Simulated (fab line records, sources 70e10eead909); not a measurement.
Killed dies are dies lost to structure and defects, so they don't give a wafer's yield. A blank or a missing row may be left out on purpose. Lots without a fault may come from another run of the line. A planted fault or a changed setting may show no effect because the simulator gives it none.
Which tool did it? | flow nand_harc | 7 lots, 21 wafers sampled, at 4 steps of a route of 1302

WHAT THE GAUGES READ, wafer by wafer
NHARC_A_M1_INSPECT_11.
lot  | measured     | on                | raw_defect_count
L697 | day 23 14:05 | defect_inspect-02 | 135 132 111
L701 | day 24 19:46 | defect_inspect-02 | 70 62 53
L699 | day 24 23:40 | defect_inspect-02 | 89 102 91
L704 | day 26 06:05 | defect_inspect-02 | 127 150 132
L709 | day 28 06:20 | defect_inspect-02 | 23 22 22
L712 | day 29 10:41 | defect_inspect-01 | 119 108 102
L714 | day 30 13:07 | defect_inspect-02 | 65 75 67

WHICH TOOL RAN EACH LOT (tool, then ch and the chambers of the sampled wafers, then the start)
lot  | NHARC_A_M0_DESCUM_14               | NHARC_A_M0_ANNEAL_30             | NHARC_A_M0_DEP_32
L697 | rie_diel-13 ch 2,3, day 23 10:04   | rtp_anneal-02 ch 0, day 23 11:53 | pecvd-04 ch 0,1,2, day 23 12:49
L701 | rie_diel-04 ch 0,3, day 24 15:10   | rtp_anneal-02 ch 0, day 24 16:55 | pecvd-04 ch 0,1, day 24 18:28
L699 | rie_diel-13 ch 0,1,3, day 24 19:44 | rtp_anneal-01 ch 0, day 24 21:22 | pecvd-02 ch 1,2, day 24 22:19
L704 | rie_diel-13 ch 1,2, day 26 02:11   | rtp_anneal-02 ch 0, day 26 03:53 | pecvd-04 ch 0,1,2, day 26 04:53
L709 | rie_diel-04 ch 0,2,3, day 28 02:22 | rtp_anneal-01 ch 0, day 28 04:01 | pecvd-03 ch 1,2, day 28 04:58
L712 | rie_diel-06 ch 1,2,3, day 29 06:31 | rtp_anneal-01 ch 0, day 29 08:29 | pecvd-04 ch 0,2, day 29 09:20
L714 | rie_diel-13 ch 1,2,3, day 30 09:07 | rtp_anneal-01 ch 0, day 30 10:46 | pecvd-04 ch 0,1,2, day 30 11:44
- NHARC_A_M0_DESCUM_14: chemistry O2, time 3 s.
- NHARC_A_M0_ANNEAL_30: time 90 s.
- NHARC_A_M0_DEP_32: deposits SiCN, target thk 30 nm.

THE ANSWER, worked out from the rows above alone
Rule: what is usual is taken from the lots themselves. Put in order of their means at a reading, lots are off if they are a third of the lots or fewer, leave a main group of 4 or more, and stand apart from it by a gap of 3 or more times the standard deviation of the main group's means; of several such gaps the widest counts. A main group whose means are all the same, to the digits that the tables above print for the reading, isn't used. A lot without any number at a reading at which 4 lots or more have one is off too. The other lots that the step has rows for count as sound.
No lot is off at any reading shown: from this, nothing can be told.

WHAT THE SIMULATOR HAD PUT IN
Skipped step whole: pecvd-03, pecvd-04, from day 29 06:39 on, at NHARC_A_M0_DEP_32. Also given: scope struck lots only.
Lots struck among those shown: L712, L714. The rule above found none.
